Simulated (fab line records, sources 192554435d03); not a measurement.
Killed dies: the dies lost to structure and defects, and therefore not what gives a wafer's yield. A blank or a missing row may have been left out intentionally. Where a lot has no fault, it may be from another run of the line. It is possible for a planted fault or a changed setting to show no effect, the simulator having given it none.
A struck lot beside a sound one ; flow n5Finfet ; 40 steps out of a route of 1938
Sound: wafers L526.2, L526.3, L526.4. Struck: wafer L534.3 (left out: L534.2, L534.6 of the same lot, which were not struck); the cause appears at the end.
For every step that has rows: the tool of each side, followed by ch and its chambers, followed by its first start. Under that, the readings that differ: sound wafers ; struck wafers ; difference of the means ; sigmas: that difference in standard deviations of wafers without a fault.
alike: a reading whose means differ by less than 2 such deviations, as well as words and numbers matching on both sides. not compared: withheld readings; readings where some wafer has no value; bounds like >300 that might hide an equal value; numbers whose values overlap and for which the record gives no deviation.
The two part at a step that has a row with sigmas, a row that says differs or no value, or rows on one side only. Numbers that have no deviation but don't overlap get no sigmas and don't part them. A reading that every wafer of one side lacks parts them only if that side has two wafers or more.

first, 10 steps without rows for these wafers: N5_MOL_CONTACT_COAG_CO_FILL_22 (material Co, precursor CCTBA/H2, target thk 20 nm); N5_MOL_CONTACT_COAG_ANNEAL_113 (time 300 s); N5_MOL_CONTACT_COAG_PRE_CLEAN_142 (time 60 s); N5_MOL_CONTACT_COAG_SPUTTER_130 (material Co, target thk 47.5 nm); N5_MOL_CONTACT_COAG_PRECLEAN_125 (cleans in DIW, time 57.5 s); N5_MOL_CONTACT_COAG_SRD_126 (dry time 32 s); N5_MOL_CONTACT_COAG_CMP_23 (polishes, stops on SiO2, t overpolish 1.5 s, target thk 0 nm); N5_MOL_CONTACT_COAG_WET_ETCH_26 (target Co, target depth 13 nm); N5_MOL_CONTACT_COAG_WET_ETCH_116 (etches the open film in SC1-inhibited, target depth 4.6 nm, rinse time 30 s); N5_MOL_CONTACT_COAG_ALD_27 (deposits SiOC, target thk 17 nm, pulse time 1.5 s, time 2720 s).
N5_MOL_CONTACT_COAG_CMP_28: polishes, stops on SiNx, t overpolish 0.85 s, target thk 14.522 nm.
  sound on cmp-01 ch 0,2,3, day 6 06:44; struck on cmp-01 ch 2, day 8 03:51
reading;sound;struck;difference;sigmas
timeToEndpointS (s);8.3 8.1 6.2;2.8;-4.7;-2
  alike: motorCurrentA
then, 11 steps without rows for these wafers: N5_MOL_CONTACT_COAG_ALD_123 (deposits SiNx, target thk 5 nm, pulse time 1 s, purge time 2 s); N5_MOL_CONTACT_COAG_PECVD_31 (deposits SiO2 from TEOS/O2, target thk 46 nm, time 8.9 s); N5_MOL_CONTACT_COAG_COAT_75 (time 60 s, resist thk 60 nm); N5_MOL_CONTACT_COAG_COAT_76 (time 60 s, resist thk 10 nm); N5_MOL_CONTACT_COAG_COAT_77 (time 60 s, resist thk 10 nm); N5_MOL_CONTACT_COAG_COAT_78 (resist thk 40 nm); N5_MOL_CONTACT_COAG_EBR_80; N5_MOL_CONTACT_COAG_SOFTBAKE_79 (time 60 s); N5_MOL_CONTACT_COAG_EXPOSE_81 (exposes mask VG, defocus 0 nm); N5_MOL_CONTACT_COAG_PEB_82 (peb time 60 s); N5_MOL_CONTACT_COAG_DEVELOP_83 (develop time 30 s).
N5_MOL_CONTACT_COAG_INSPECT_57: inspects for defects (brightfield).
  struck on defectInspect-01, day 8 05:13; sound on defectInspect-01, day 6 08:00
reading;sound;struck;difference;sigmas
rawDefectCount;159 193 306;867;+648;+10
then, 14 steps without rows for these wafers: N5_MOL_CONTACT_COAG_DESCUM_88 (chemistry O2, time 7 s); N5_MOL_CONTACT_COAG_ETCH_89 (etches underlayer in N2/H2, target depth 13 nm, time 10.4 s); N5_MOL_CONTACT_COAG_ETCH_90 (etches SiARC in CF4, target depth 13 nm, time 21.7 s); N5_MOL_CONTACT_COAG_ALD_131 (deposits SiO2, target thk 5 nm, pulse time 1 s, co reactant pulse time 1 s); N5_MOL_CONTACT_COAG_ETCHBACK_132 (etches SiO2 in CHF3, target depth 10 nm, time 6.7 s); N5_MOL_CONTACT_COAG_ETCH_91 (etches SOC in N2/H2, target depth 60 nm, overetch 21 nm, time 101.2 s); N5_MOL_CONTACT_COAG_STRIP_92 (strips in N2/H2); N5_MOL_CONTACT_COAG_STRIP_93 (strips in N2/H2); N5_MOL_CONTACT_COAG_ETCHBACK_135 (etches SiO2 in CHF3, target depth 25 nm, time 16.7 s); N5_MOL_CONTACT_COAG_STRIP_118 (strips in CHF3); N5_MOL_CONTACT_COAG_VIA_ETCH_46 (etches SiO2 in C4F6/O2, target depth 46 nm, overetch 9.2 nm, time 40 s); N5_MOL_CONTACT_COAG_STRIP_96 (strips in N2/H2); N5_MOL_CONTACT_COAG_ETCH_47 (etches SiNx in CH3F/O2, stops on W, target depth 27 nm); N5_MOL_CONTACT_COAG_STRIP_119 (strips in N2/H2, time 30 s).
N5_MOL_CONTACT_COAG_INSPECT_42: inspects for defects (brightfield).
  struck on defectInspect-02, day 8 07:20; sound on defectInspect-02, day 6 09:39
reading;sound;struck;difference;sigmas
rawDefectCount;128 168 274;832;+642;+11
-- a jump in the record: the struck wafers' starts before and after are 3 days apart (it breaks off in module MOL_CONTACT_COAG and resumes in module BEOL_M4, where the first step shown is number 1111 of the route) --
N5_BEOL_M4_RC_MEAS_101:
  sound on prober-01 ch 0, day 9 01:40; struck on prober-02 ch 0, day 11 02:43
reading;sound;struck;difference;sigmas
DIBL_N (mV/V);34.7 37.4 36.5;32.5;-3.7;-2
DIBL_P (mV/V);37.1 39.9 38.2;32.5;-5.9;-3
IOFF_N (nA/um);0.19 0.22 0.20;0.11;-0.09;-3
ION_N (uA/um);706 691 671;657;-32;-2
SS_P (mV/dec);72.9 73.9 73.6;71.8;-1.7;-2
VT_N (mV);243 242 245;254;+11;+3
  alike: IOFF_P, ION_P, SS_N, VT_P
-- here the record skips 4 days between the struck wafers' starts before and after, leaving off in module BEOL_M4 and picking up in module PASSIVATION (first step shown: number 1936 of the route) --
N5_PASSIVATION_PROBE_49:
  struck on prober-02, day 15 08:31; sound on prober-02, day 13 00:17
reading;sound;struck;difference;sigmas
defectLimitedYield (%);90.3 92.2 91.2;56.4;-34.8;-22
killedAtContacts;8 10 15;452;+441;+71
killedAtFrontEnd;63 39 46;22;-27;-2
killedDies;114 92 104;515;+412;+22
killedOnRim;13 12 15;64;+51;+12
killedOpen;88 55 74;43;-29;-2
sort_bin_5_function (%);6.4 4.5 5.0;26.7;+21.4;+21
sort_bin_6_memory (%);2.8 3.0 3.4;14.1;+11.0;+15
sortNPass;1066 1088 1076;665;-412;-22
sortYieldPct (%);90.3 92.2 91.2;56.4;-34.8;-22
  alike: killed_at_M0_to_M3, killed_at_M4_up, killedAtOther, killedShort

## WHERE THEY PART
At N5_MOL_CONTACT_COAG_CMP_28 first; at N5_PASSIVATION_PROBE_49 last (within this record only).

WHY: whatever the simulator had introduced
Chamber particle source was cmp-01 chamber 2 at N5_MOL_CONTACT_COAG_CMP_28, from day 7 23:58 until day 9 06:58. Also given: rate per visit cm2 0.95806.
